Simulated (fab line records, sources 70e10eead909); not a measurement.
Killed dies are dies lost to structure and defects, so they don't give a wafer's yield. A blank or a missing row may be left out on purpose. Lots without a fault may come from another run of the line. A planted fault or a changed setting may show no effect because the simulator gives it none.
fab line records | flow nand_harc
record lots=13 wafers=39 last_day=33
route steps=1302 shown P_ZERO_WELL@56 P_GATE@131
lots that met no fault: from a run of the same line without faults
start_h: hours from the record's first day to the start of the lot's first wafer shown | wait_h: hours since the lot's step before | " the same as in the row above | L1.1+2: a row that stands for several wafers | - no value, or no start given | * or withheld: withheld | < > ~ a bound
route shown NAME@n: a module of which the file shows steps, and the number in the route of the first | usual: mean/standard deviation of fault-free wafers | same: alike in all rows | chamber/n: place in a boat | sites: the reading at each site | _std_site: their standard deviation | _edge_site: outer sites' mean less inner sites' | radius_mm: how far each site lies from the wafer's centre | mask NAME#n: copy n | behind: the tool/chamber that last shaped the wafer | hold: why the lot was held/for how many hours/how that ended | device: the transistor (n, p or np) that didn't switch | end of line: the same wafers' tests at the end of the route | a step without rows: its recipe alone | killed: dies lost to structure and defects at the first sort, not the wafer's yield | map: a wafer's dies, x killed, . not, _ none there
set.NAME: the setting as run; set.NAME@STEP: as run at that earlier step | model.NAME: the simulator's own value behind a step, which no gauge read
steps of the route over a sample of lots; a table a step, a row a wafer
services: from which hour (start_h, from the record's first day; less than 0 if before it) a tool's chamber was out of use, for how many hours, and why
## steps
# step NHARC_P_ZERO_WELL_EXPOSE_49
# recipe na=0.6 target_cd_nm=2000 dose_mj=22.64 mask_id=P_HVPW
# usual reticle_temp_C=22.99/0.098
# columns lot.wafer tool chamber start_h wait_h mask reticle_temp_C
L721.3 krf_scanner-03 0 25.85 - P_HVPW#0 23.16
L721.4 " 0 " " P_HVPW#0 23.06
L721.6 " 0 " " P_HVPW#0 23.14
L722.3 krf_scanner-02 0 35.87 - P_HVPW#0 22.99
L722.4 " 0 " " P_HVPW#0 23.08
L722.5 " 0 " " P_HVPW#0 22.78
L723.4 krf_scanner-01 0 45.46 - P_HVPW#0 22.89
L723.5 " 0 " " P_HVPW#0 22.92
L723.6 " 0 " " P_HVPW#0 23.01
L724.1 krf_scanner-01 0 55.49 - P_HVPW#0 23.02
L724.2 " 0 " " P_HVPW#0 22.98
L724.4 " 0 " " P_HVPW#0 23.02
L726.1 krf_scanner-01 0 75.46 - P_HVPW_R1#0 23.13
L726.3 " 0 " " P_HVPW_R1#0 23.00
L726.5 " 0 " " P_HVPW_R1#0 22.92
L735.2 krf_scanner-03 0 166.02 - P_HVPW#0 23.05
L735.5 " 0 " " P_HVPW#0 23.08
L735.6 " 0 " " P_HVPW#0 23.10
L736.2 krf_scanner-02 0 175.64 - P_HVPW#0 22.92
L736.3 " 0 " " P_HVPW#0 23.02
L736.5 " 0 " " P_HVPW#0 22.96
L738.2 krf_scanner-03 0 195.53 - P_HVPW#0 23.03
L738.3 " 0 " " P_HVPW#0 23.00
L738.5 " 0 " " P_HVPW#0 23.12
L739.4 krf_scanner-03 0 207.31 - P_HVPW#0 22.94
L739.5 " 0 " " P_HVPW#0 22.98
L739.6 " 0 " " P_HVPW#0 23.10
L740.4 krf_scanner-01 0 215.75 - P_HVPW#0 23.00
L740.5 " 0 " " P_HVPW#0 22.93
L740.6 " 0 " " P_HVPW#0 22.96
L742.1 krf_scanner-02 0 235.97 - P_HVPW#0 23.06
L742.2 " 0 " " P_HVPW#0 22.98
L742.6 " 0 " " P_HVPW#0 23.02
L743.2 krf_scanner-01 0 245.73 - P_HVPW#0 23.05
L743.5 " 0 " " P_HVPW#0 22.99
L743.6 " 0 " " P_HVPW#0 22.86
L744.1 krf_scanner-01 0 255.44 - P_HVPW#0 22.86
L744.2 " 0 " " P_HVPW#0 22.88
L744.5 " 0 " " P_HVPW#0 22.99
# step NHARC_P_ZERO_WELL_CD_MEAS_52
# recipe target_cd_nm=2000 landing_energy_ev=500
# usual cd_nm=1999.6/1.3
# columns lot.wafer tool chamber start_h wait_h cd_nm
L721.3 cd_sem-02 0 26.00 - 1997.4
L721.4 " 0 " " 1998.8
L721.6 " 0 " " 2000.1
L722.3 cd_sem-01 0 36.02 - 2000.5
L722.4 " 0 " " 2001.6
L722.5 " 0 " " 2002.7
L723.4 cd_sem-02 0 45.61 - 1997.9
L723.5 " 0 " " 1996.9
L723.6 " 0 " " 1998.7
L724.1 cd_sem-02 0 55.65 - 1999.5
L724.2 " 0 " " 1999.6
L724.4 " 0 " " 1998.4
L726.1 cd_sem-03 0 75.61 - 1912.9
L726.3 " 0 " " 1911.4
L726.5 " 0 " " 1912.3
L735.2 cd_sem-03 0 166.18 - 2000.2
L735.5 " 0 " " 1997.9
L735.6 " 0 " " 2000.7
L736.2 cd_sem-03 0 175.79 - 1999.8
L736.3 " 0 " " 1997.7
L736.5 " 0 " " 1997.1
L738.2 cd_sem-01 0 195.68 - 2000.6
L738.3 " 0 " " 1999.8
L738.5 " 0 " " 2001.2
L739.4 cd_sem-03 0 207.46 - 2000.1
L739.5 " 0 " " 1999.6
L739.6 " 0 " " 1999.1
L740.4 cd_sem-02 0 215.90 - 2000.5
L740.5 " 0 " " 2000.0
L740.6 " 0 " " 2000.3
L742.1 cd_sem-02 0 236.13 - 2001.4
L742.2 " 0 " " 1998.8
L742.6 " 0 " " 1998.1
L743.2 cd_sem-01 0 245.88 - 1998.6
L743.5 " 0 " " 1998.0
L743.6 " 0 " " 1998.5
L744.1 cd_sem-03 0 255.60 - 2000.0
L744.2 " 0 " " 2001.2
L744.5 " 0 " " 2000.0
# step NHARC_P_GATE_HM_DEP_102
# recipe target_thk_a=1200 temp_c=400 material=aC
# usual throttle_valve_pct=35.001/0.0086
# columns lot.wafer tool chamber start_h wait_h throttle_valve_pct
L721.3 acl_dep-01 0 93.17 1.3 35.000
L721.4 " 0 " " 34.992
L721.6 " 0 " " 35.002
L722.3 acl_dep-01 0 110.87 2.8 35.002
L722.4 " 0 " " 34.996
L722.5 " 0 " " 35.011
L723.4 acl_dep-03 0 113.17 0.7 35.003
L723.5 " 0 " " 35.002
L723.6 " 0 " " 35.017
L724.1 acl_dep-02 0 130.91 5.6 35.006
L724.2 " 0 " " 34.996
L724.4 " 0 " " 35.007
L726.1 acl_dep-02 0 142.20 0.4 34.986
L726.3 " 0 " " 35.009
L726.5 " 0 " " 35.002
L736.2 acl_dep-01 0 242.63 1.8 35.002
L736.3 " 0 " " 34.998
L736.5 " 0 " " 35.021
L735.2 acl_dep-02 0 242.63 1.8 35.009
L735.5 " 0 " " 34.981
L735.6 " 0 " " 34.992
L738.2 acl_dep-02 0 266.57 0.5 34.994
L738.3 " 0 " " 35.004
L738.5 " 0 " " 35.011
L739.4 acl_dep-02 0 280.04 0.7 35.004
L739.5 " 0 " " 35.008
L739.6 " 0 " " 35.001
L740.4 acl_dep-03 0 290.90 0.9 35.012
L740.5 " 0 " " 35.008
L740.6 " 0 " " 34.996
L742.1 acl_dep-01 0 309.22 3.6 35.003
L742.2 " 0 " " 35.009
L742.6 " 0 " " 34.987
L743.2 acl_dep-03 0 314.08 0.5 35.005
L743.5 " 0 " " 35.008
L743.6 " 0 " " 35.006
L744.1 acl_dep-03 0 323.30 0.6 34.982
L744.2 " 0 " " 35.004
L744.5 " 0 " " 34.983
# step NHARC_P_GATE_INSPECT_28
# usual raw_defect_count=6/3.1
# columns lot.wafer tool chamber start_h wait_h raw_defect_count
L721.3 defect_inspect-02 - 94.41 0.0 7
L721.4 " - " " 7
L721.6 " - " " 6
L722.3 defect_inspect-01 - 112.13 0.0 2
L722.4 " - " " 4
L722.5 " - " " 11
L723.4 defect_inspect-02 - 114.34 0.1 5
L723.5 " - " " 3
L723.6 " - " " 7
L724.1 defect_inspect-02 - 132.38 0.0 6
L724.2 " - " " 4
L724.4 " - " " 3
L726.1 defect_inspect-02 - 143.66 0.0 3
L726.3 " - " " 4
L726.5 " - " " 5
L736.2 defect_inspect-01 - 243.98 0.0 6
L736.3 " - " " 5
L736.5 " - " " 2
L735.2 defect_inspect-02 - 244.14 0.0 10
L735.5 " - " " 11
L735.6 " - " " 7
L738.2 defect_inspect-02 - 267.80 0.0 9
L738.3 " - " " 8
L738.5 " - " " 7
L739.4 defect_inspect-01 - 281.05 0.0 7
L739.5 " - " " 3
L739.6 " - " " 4
L740.4 defect_inspect-01 - 291.92 0.0 10
L740.5 " - " " 1
L740.6 " - " " 4
L742.1 defect_inspect-02 - 310.68 0.0 8
L742.2 " - " " 11
L742.6 " - " " 4
L743.2 defect_inspect-02 - 315.43 0.0 5
L743.5 " - " " 5
L743.6 " - " " 2
L744.1 defect_inspect-01 - 324.65 0.0 4
L744.2 " - " " 3
L744.5 " - " " 4
# step NHARC_P_GATE_ALD_36
# recipe target_thk_a=200 pulse_time_s=60 ald_cycles=223 temp_c=400 material=SiNx
# usual heater_power_w=845/67 precursor_pulse_height_rel=1.000/0.02
# columns lot.wafer tool chamber start_h wait_h heater_power_w precursor_pulse_height_rel
L721.3 ald_sin-03 3 97.84 - 795 0.991
L721.4 " 0 98.89 - 838 0.992
L721.6 " 2 100.98 - 957 0.974
L722.3 ald_sin-02 2 113.51 - 820 0.982
L722.4 " 1 116.68 - 823 0.974
L722.5 " 3 118.79 - 852 1.030
L723.4 ald_sin-04 0 117.82 - 834 0.977
L723.5 " 2 119.92 - 861 1.021
L723.6 " 3 120.96 - 795 1.004
L724.2 ald_sin-03 3 133.77 - 782 0.990
L724.1 " 0 134.81 - 861 0.995
L724.4 " 2 136.90 - 957 1.001
L726.1 ald_sin-04 2 144.97 - 870 1.009
L726.3 " 0 147.07 - 848 0.970
L726.5 " 2 149.18 - 854 0.942
L736.2 ald_sin-04 0 245.38 - 834 1.035
L736.3 " 1 246.43 - 889 0.997
L736.5 " 0 249.59 - 863 0.965
L735.2 ald_sin-02 2 246.68 - 871 0.999
L735.5 " 1 249.86 - 849 0.976
L735.6 " 2 250.92 - 884 1.016
L738.2 ald_sin-04 2 269.12 - 876 1.019
L738.3 " 3 270.19 - 838 1.003
L738.5 " 2 273.42 - 841 0.987
L739.4 ald_sin-02 0 282.36 - 677 0.991
L739.6 " 0 286.52 - 680 0.994
L739.5 " 1 287.56 - 837 1.005
L740.4 ald_sin-03 2 296.38 - 935 1.013
L740.6 " 3 297.42 - 855 0.975
L740.5 " 0 298.46 - 891 1.004
L742.2 ald_sin-02 1 314.11 - 778 0.992
L742.1 " 2 315.16 - 865 1.021
L742.6 " 0 317.28 - 716 0.989
L743.2 ald_sin-03 3 319.93 - 860 1.009
L743.5 " 0 320.99 - 860 0.979
L743.6 " 1 322.06 - 791 0.948
L744.2 ald_sin-04 0 325.97 - 839 1.019
L744.1 " 3 329.19 - 871 0.993
L744.5 " 0 330.27 - 833 0.999
## services
# columns tool chamber start_h hours kind
ald_sin-03 2 5.73 8.0 repair
acl_dep-01 - 7.14 13.0 pm
krf_scanner-01 - 19.59 1.0 repair
ald_sin-03 - 21.13 1.8 repair
krf_scanner-03 - 52.03 4.0 pm
ald_sin-02 1 63.31 4.4 repair
acl_dep-02 - 67.37 13.0 pm
krf_scanner-03 - 75.25 1.2 repair
ald_sin-04 - 75.53 1.6 repair
ald_sin-04 - 77.14 10.0 pm
krf_scanner-03 - 96.23 0.5 repair
ald_sin-02 - 109.97 0.5 repair
krf_scanner-01 - 133.29 9.4 repair
krf_scanner-01 - 144.55 4.0 pm
krf_scanner-01 - 176.73 4.5 repair
ald_sin-04 2 178.37 1.4 repair
ald_sin-04 2 201.50 6.0 repair
krf_scanner-01 - 212.04 1.8 repair
ald_sin-04 3 218.97 2.7 repair
ald_sin-04 1 223.72 11.8 repair
acl_dep-02 - 250.18 13.0 pm
ald_sin-04 - 255.14 10.0 pm
krf_scanner-01 - 275.42 1.2 repair
krf_scanner-01 - 316.55 4.0 pm
## key
first_sign step=NHARC_P_ZERO_WELL_EXPOSE_49 reading=mask direction=changed
effect step=NHARC_P_ZERO_WELL_CD_MEAS_52 reading=cd_nm direction=down sigmas=67 usual=1999.6 struck=1912.2
met_at NHARC_P_ZERO_WELL_EXPOSE_49
struck_lots L726
tester_left_out L726
not_acting_at NHARC_P_GATE_HM_DEP_102,NHARC_P_GATE_INSPECT_28,NHARC_P_GATE_ALD_36
onset_between 55.49 75.46
fault kind=wrong_mask tool=any chamber=- onset_h=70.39 steps=NHARC_P_ZERO_WELL_EXPOSE_49 aux_copy=P_HVPW_R1#0 cd_offset_nm=-87.801 scope=struck_lots_only
# tester_left_out: of these lots the tester's yield and bins aren't shown, on N5 and GAA mostly nor the transistor test; their killed dies are dies lost to structure and defects alone, not to doping, threshold or leakage, so they don't give the yield
